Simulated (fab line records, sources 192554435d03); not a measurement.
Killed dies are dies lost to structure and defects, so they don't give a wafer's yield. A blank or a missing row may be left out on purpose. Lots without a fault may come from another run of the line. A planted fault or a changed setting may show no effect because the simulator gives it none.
A struck lot beside a sound one | flow n5_finfet | 15 steps out of a route of 1938
Sound: wafers L837.2, L837.5, L837.6. Struck: wafers L856.1, L856.2, L856.4. The cause comes at the end.
At each step with rows: each side's tool, then ch and its chambers, then its first start. Under that, the readings that differ: sound wafers | struck wafers | difference of the means | sigmas: that difference in standard deviations of wafers without a fault.
alike: readings whose means differ by less than 2 such deviations, and words and numbers that are the same on both sides. not compared: withheld readings, readings that some wafer has no value for, bounds like >300 that may hide the same value, and numbers for which the record gives no deviation and whose values overlap.
The two part at a step that has a row with sigmas, a row that says differs or no value, or rows on one side only. Numbers that don't overlap but have no deviation are shown without sigmas and don't part them. A reading that every wafer of one side lacks parts them only if that side has two wafers or more.

N5_MIM_BOT_LITHO_CD_MEAS_08: target cd 3000 nm.
  sound on cd_sem-02 ch 0, day 12 12:13; struck on cd_sem-02 ch 0, day 16 14:05
  alike: cd_nm
N5_MIM_BOT_LITHO_OVL_MEAS_11:
  sound on overlay-02 ch 0, day 12 12:14; struck on overlay-02 ch 0, day 16 14:07
  alike: MIM_BOT_OVL
N5_MIM_BOT_LITHO_INSPECT_12: inspects for defects (macro).
  sound on defect_inspect-01, day 12 12:16; struck on defect_inspect-02, day 16 14:08
  alike: raw_defect_count
N5_MIM_BOT_LITHO_DESCUM_10: chemistry O2, time 7.9 s.
  sound on rie_diel-01 ch 1,2,3, day 12 12:18; struck on rie_diel-04 ch 0,1,2, day 16 14:11
  alike: drypump_motor_current_A, oes_product_au, rf_vpp_V, showerhead_plenum_p_Torr, throttle_valve_pct
  not compared: rf_hours_counter_h
N5_MIM_BOT_ETCH_ETCH_04: etches SiNx in CF4/O2, target depth 26 nm, time 13 s.
  sound on rie_diel-01 ch 1,2,3, day 12 12:22; struck on rie_diel-04 ch 0,1,2, day 16 14:14
  reading      | sound       | struck      | difference | sigmas
  rf_vpp_V (V) | 245 240 246 | 238 237 232 | -8         | -2
  alike: drypump_motor_current_A, oes_product_au, showerhead_plenum_p_Torr, throttle_valve_pct
  not compared: rf_hours_counter_h
then, 1 step without rows for these wafers: N5_MIM_BOT_ETCH_ETCH_03 (etches the open film in Cl2/BCl3, target depth 12 nm).
N5_MIM_BOT_ETCH_ETCH_00: etches TiN in Cl2/BCl3, target depth 45.5 nm.
  sound on rie_metal-02 ch 0,1, day 12 12:32; struck on rie_metal-02 ch 0,1, day 16 14:25
  alike: drypump_motor_current_A, oes_product_au, throttle_valve_pct
  not compared: rf_hours_counter_h
N5_MIM_BOT_ETCH_STRIP_01: strips in O2.
  sound on rie_diel-02 ch 0,1, day 12 12:47; struck on rie_diel-01 ch 0,3, day 16 14:34
  alike: drypump_motor_current_A, oes_product_au, rf_vpp_V, showerhead_plenum_p_Torr, throttle_valve_pct
  not compared: rf_hours_counter_h
then, 3 steps without rows for these wafers: N5_MIM_BOT_ETCH_STRIP_02 (strips in post etch residue remover, time 1200 s); N5_MIM_BOT_ETCH_CLEAN_05 (cleans in IPA, time 180 s); N5_MIM_BOT_ETCH_SRD_06 (time 30 s).
N5_PASSIVATION_PECVD_55: deposits SiO2 from SiH4/N2O, target thk 400 nm, time 22.5 s.
  sound on pecvd-02 ch 1,2, day 12 13:41; struck on pecvd-01 ch 0,1,2, day 16 15:04
  alike: chamber_pressure_Torr, heater_power_outer_w, heater_power_w, showerhead_plenum_p_Torr, throttle_valve_pct
  not compared: since_wet_clean_h
N5_PASSIVATION_PECVD_01: deposits SiNx from SiH4/NH3/N2, target thk 200 nm, time 43.2 s.
  sound on pecvd-02 ch 1,2, day 12 13:44; struck on pecvd-01 ch 0,1,2, day 16 15:06
  no value came back on the struck wafers for any of 5 readings (chamber_pressure_Torr (Torr), heater_power_outer_w (W) and others); on the sound wafers chamber_pressure_Torr (Torr) reads 4.920 4.912 4.893
  not compared: since_wet_clean_h
then, 1 step without rows for these wafers: N5_PASSIVATION_HMDS_03 (time 60 s).
N5_PASSIVATION_PROBE_49:
  the record has rows for the sound wafers here (prober-02, day 13 01:47) and none for the struck ones

WHERE THEY PART
First at N5_MIM_BOT_ETCH_ETCH_04; last, within this record, at N5_PASSIVATION_PROBE_49.

WHY: what the simulator had put in
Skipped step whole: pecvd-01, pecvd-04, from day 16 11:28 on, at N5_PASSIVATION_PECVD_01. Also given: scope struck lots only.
